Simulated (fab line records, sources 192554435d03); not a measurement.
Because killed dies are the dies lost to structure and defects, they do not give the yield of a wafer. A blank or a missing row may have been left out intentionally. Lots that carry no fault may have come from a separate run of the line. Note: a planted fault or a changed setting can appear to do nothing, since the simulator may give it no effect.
fab line records | flow n5Finfet
record lots=4 wafers=12 lastDay=18
route steps=1938 shown BEOL_M7@1325 BEOL_M8@1332
lots untouched by any fault: they come from a run of this same line in which no faults occurred
startH: start of the lot's first displayed wafer, in hours after the record's first day | waitH: hours since the lot's step before | " repeats the value in the row above | L1.1+2: several wafers, shown together as one row | - no value present, or no start provided | * or withheld: withheld | < > ~ a bound
route shown NAME@n: NAME is a module with steps in the file, n the number in the route of the first one | usual: average and standard deviation across the fault-free wafers | same: alike in all rows | chamber/n: place in a boat | sites: each site's reading | _std_site: standard deviation across them | _edge_site: the outer-site mean with the inner-site mean subtracted | radiusMm: for every site, how far away it sits from the centre of the wafer | mask NAME#n: copy n | behind: the last tool/chamber to shape the wafer | hold: the reason the lot was held/the length of the hold in hours/how it ended | device: the transistor (n, p or np) that didn't switch | end of line: at the end of the route, the tests of the same wafers | step lacking rows: just its recipe | killed: dies lost to structure and defects at the first sort, not the wafer's yield | map: shows each die of a wafer: x if killed, . if not, _ if none is there
set.NAME: setting as actually run; set.NAME@STEP: the setting as run at that earlier step | model.NAME: the simulator's own value behind a step, which no gauge read
lots seen at some steps along the route; tables by step, rows by wafer
services: when a tool's chamber went out of use (startH, in hours from the record's first day, below 0 if earlier), for how many hours, and the reason
## steps
# step N5_BEOL_M7_ANNEAL_51
# recipe tempC=225 timeS=90 ambient=N2
# step N5_BEOL_M7_CMP_52
# recipe stopOn=SiCOH_lowk tOverpolishS=6.9 downForcePsi=1 platenRpm=50 clearingPlatenDownForcePsi=1.5 clearingPlatenRpm=50 postCmpClean=cuAlkaline targetThkNm=80 clearingPlatenPadVelocityMS=0.99484 padVelocityMS=0.99484
# step N5_BEOL_M7_PRE_CLEAN_55
# recipe gas=NH3 timeS=15 tempC=withheld rfPowerW=300
# step N5_BEOL_M7_DEP_56
# recipe material=SiCN targetThkA=100 tempC=withheld precursor=3MS/NH3 pressureTorr=3 rfW=202 timeS=17.5
# step N5_BEOL_M8_ILD_DEP_00
# recipe material=SiCOH_lowk targetThkA=1797.5 tempC=300 precursor=DEMS/porogen pressureTorr=5 rfW=500 timeS=33.4
# step N5_BEOL_M8_CURE_74
# recipe tempC=385 timeS=240 ambient=He/Ar material=SiCOH_lowk
# step N5_BEOL_M8_PECVD_70
# recipe material=SiO2 targetThkA=200 tempC=400 precursor=TEOS/O2 pressureTorr=5.5 rfW=450 teosFlowSccm=53.8 gas=O2 flowSccm=3000 timeS=22.7
# step N5_BEOL_M8_HM_DEP_02
# recipe material=TiN targetThkA=200 tempC=25 chamberPressurePa=0.49996
# step N5_BEOL_M8_COAT_59
# recipe resist=SOC tempC=250 timeS=60 spinRpm=1500 resistThkNm=100
# usual spinSpeedRpm=1500.0/1
# columns lot.wafer tool chamber startH waitH spinSpeedRpm model.SOC_of_BEOL_M8_COAT_59.thkNm
L152.3 lithoTrack-04 0 264.92 0.1 1499.7 100.4
L152.5 " 0 " " 1501.3 100.4
L152.6 " 0 " " 1500.2 100.2
L160.1 lithoTrack-04 0 308.45 0.1 1715.7 93.6
L160.5 " 0 " " 1716.7 93.8
L160.6 " 0 " " 1716.4 93.4
L163.1 lithoTrack-04 0 313.21 0.1 1718.0 93.2
L163.3 " 0 " " 1715.9 93.2
L163.4 " 0 " " 1718.0 93.8
L166.2 lithoTrack-02 0 336.86 0.1 1500.4 100.2
L166.3 " 0 " " 1497.7 100.2
L166.6 " 0 " " 1498.6 100.4
# step N5_BEOL_M8_COAT_60
# recipe resist=SiARC tempC=220 timeS=60 spinRpm=1500 resistThkNm=35
# step N5_BEOL_M8_COAT_05
# recipe resist=CAR-ArF spinRpm=1500 resistThkNm=90
# step N5_BEOL_M8_EBR_07
# recipe solvent=PGMEA ebrWidthMm=1.5
# step N5_BEOL_M8_SOFTBAKE_06
# recipe tempC=110 timeS=60 resist=CAR-ArF
# step N5_BEOL_M8_EXPOSE_08
# recipe maskId=M8 na=1.35 sourceShape=dipole sigmaInner=0.817 sigmaOuter=0.97 polarization=te doseMj=68.25
# step N5_BEOL_M8_PEB_09
# recipe pebTempC=withheld pebTimeS=60 resist=CAR-ArF
# step N5_BEOL_M8_DEVELOP_10
# recipe developTimeS=30 developer=TMAH resist=CAR-ArF rinseLiquid=diw dry=airSpin devTempC=23
# step N5_BEOL_M8_DESCUM_16
# recipe chemistry=O2 timeS=7.9 sourcePowerW=50 biasPowerW=20 pressureMtorr=20 rfFrequencyHz=2.712e+07 tempC=40 resist=CAR-ArF o2FlowSccm=225
# step N5_BEOL_M8_ETCH_61
# recipe chemistry=CF4 target=SiARC targetDepthA=455 maskMaterial=CAR-ArF timeS=75.8 ionEnergyEv=80 pressureMtorr=40 sourceW=545 biasW=36 Ar_flow_sccm=100 cf4FlowSccm=100 ends=cleared
# step N5_BEOL_M8_ETCH_62
# recipe chemistry=N2/H2 target=SOC targetDepthA=1100 overetchA=220 maskMaterial=SiARC tempC=40 timeS=165 ionEnergyEv=200 pressureMtorr=30 sourceW=840 biasW=150 n2FlowSccm=200 h2FlowSccm=200
# usual chamberPressureMTorr=29.998/0.025 drypumpMotorCurrentA=5.6/0.46 oesProductAu=0.65/0.063 rfVppV=524.1/2 showerheadPlenumPTorr=2.55/0.069 throttleValvePct=17.75/0.23
# columns lot.wafer tool chamber startH waitH chamberPressureMTorr drypumpMotorCurrentA oesProductAu rfHoursCounterH rfVppV showerheadPlenumPTorr throttleValvePct model.etch.depthNm
L152.3 rieDiel-03 2 265.47 0.0 30.041 5.2 0.63 196 522.5 2.51 17.62 100.3
L152.5 " 1 " " 29.990 5.4 0.63 - 522.2 2.55 17.70 100.4
L152.6 " 2 " " 30.005 5.2 0.63 - 523.0 2.51 17.62 100.2
L160.1 rieDiel-03 1 310.56 0.0 29.995 5.4 0.60 183 522.2 2.54 17.72 93.63
L160.5 " 3 " " 30.018 5.9 0.71 - 524.0 2.60 17.53 93.84
L160.6 " 2 " " 29.983 5.2 0.60 - 523.9 2.50 17.64 93.39
L163.1 rieDiel-03 2 314.02 0.0 29.964 5.2 0.60 215 523.9 2.50 17.66 93.24
L163.3 " 3 " " 30.024 5.9 0.71 33 524.6 2.59 17.54 93.27
L163.4 " 1 " " 29.970 5.4 0.59 185 524.0 2.54 17.72 93.76
L166.2 rieDiel-03 2 338.53 0.0 29.999 5.2 0.61 228 522.7 2.50 17.67 100.3
L166.3 " 0 " " 30.019 5.4 0.65 159 526.1 2.64 17.56 100.2
L166.6 " 2 " " 30.021 5.2 0.62 - 522.6 2.50 17.67 100.4
# step N5_BEOL_M8_STRIP_68
# recipe chemistry=N2/H2 tempC=40 n2FlowSccm=200 h2FlowSccm=200 rfFrequencyHz=6e+07
# step N5_BEOL_M8_STRIP_67
# recipe chemistry=CF4 resist=SiARC powerW=300 biasPowerW=75 pressureMtorr=50 cf4FlowSccm=150 rfFrequencyHz=6e+07
# step N5_BEOL_M8_HM_OPEN_17
# recipe chemistry=Cl2/BCl3 targetDepthA=200 overetchA=60 target=TiN maskMaterial=SOC ionEnergyEv=150 pressureMtorr=10 icpW=1000 biasW=126 Cl2_flow_sccm=53.25 bcl3FlowSccm=21.75 Ar_flow_sccm=25
# usual chamberPressureMTorr=9.999/0.012 drypumpMotorCurrentA=5.7/0.44 heBacksideLeakSccm=3.42/0.2 mfcCl2Sccm=53.26/0.15 oesProductAu=0.72/0.05 throttleValvePct=22.18/0.16
# columns lot.wafer tool chamber startH waitH chamberPressureMTorr drypumpMotorCurrentA heBacksideLeakSccm mfcCl2Sccm oesProductAu rfHoursCounterH throttleValvePct model.SOC_of_BEOL_M8_COAT_59.thkNm
L152.3 rieMetal-03 0 265.69 0.1 10.007 5.4 3.21 53.30 0.72 - 21.88 92.6
L152.5 " 1 " " 9.990 4.9 3.53 53.29 0.73 - 22.12 92.2
L152.6 " 0 " " 9.995 5.4 3.10 53.32 0.73 - 21.87 92.4
L160.1 rieMetal-01 1 310.75 0.0 10.000 6.0 3.30 52.91 0.64 48 22.16 85.4
L160.5 " 1 " " 9.983 6.1 3.34 52.93 0.64 - 22.17 85.6
L160.6 " 0 " " 10.009 5.3 3.42 53.30 0.76 - 22.16 85.4
L163.1 rieMetal-01 1 314.20 0.0 10.005 6.1 3.35 53.08 0.63 49 22.16 85
L163.3 " 0 " " 9.985 5.3 3.53 53.39 0.74 - 22.15 85.4
L163.4 " 1 " " 9.991 6.1 3.48 53.23 0.63 - 22.17 85.4
L166.2 rieMetal-03 0 338.72 0.0 10.000 5.5 3.03 53.34 0.73 22 21.88 92.4
L166.3 " 1 " " 10.000 4.9 3.46 53.22 0.72 - 22.11 92
L166.6 " 1 " " 9.992 4.9 3.45 53.25 0.72 - 22.12 92.2
# step N5_BEOL_M8_STRIP_19
# recipe chemistry=O2 powerW=400 tempC=40 pressureMtorr=30 rfFrequencyHz=6e+07 biasPowerW=0 overashFraction=0.2 o2FlowSccm=225
## services
# columns tool chamber startH hours kind
lithoTrack-04 - 269.98 - consumableReplace:filter
rieDiel-03 3 291.56 6.8 repair
rieDiel-03 - 293.56 1.1 repair
rieDiel-03 0 296.71 5.3 repair
## key
firstSign step=N5_BEOL_M8_COAT_59 reading=spinSpeedRpm direction=up sigmas=99+ usual=* struck=*
effect none on later readings
modelEffect step=N5_BEOL_M8_COAT_59 value=SOC_of_BEOL_M8_COAT_59.thkNm without=100.1 struck=93.5
modelEffect step=N5_BEOL_M8_ETCH_62 value=etch.depthNm without=100.1 struck=93.52
modelEffect step=N5_BEOL_M8_HM_OPEN_17 value=SOC_of_BEOL_M8_COAT_59.thkNm without=91.9 struck=85.37
metAt N5_BEOL_M8_COAT_59
struckWafers L160.1,L160.5,L160.6,L163.1,L163.3,L163.4
onsetBetween 264.92 308.45
fault kind=processParameterDrift tool=lithoTrack-04 chamber=- onsetH=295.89 steps=N5_BEOL_M8_COAT_59 channel=spinRpm offset=* shape=step endH=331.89 actsIn=* stated=*
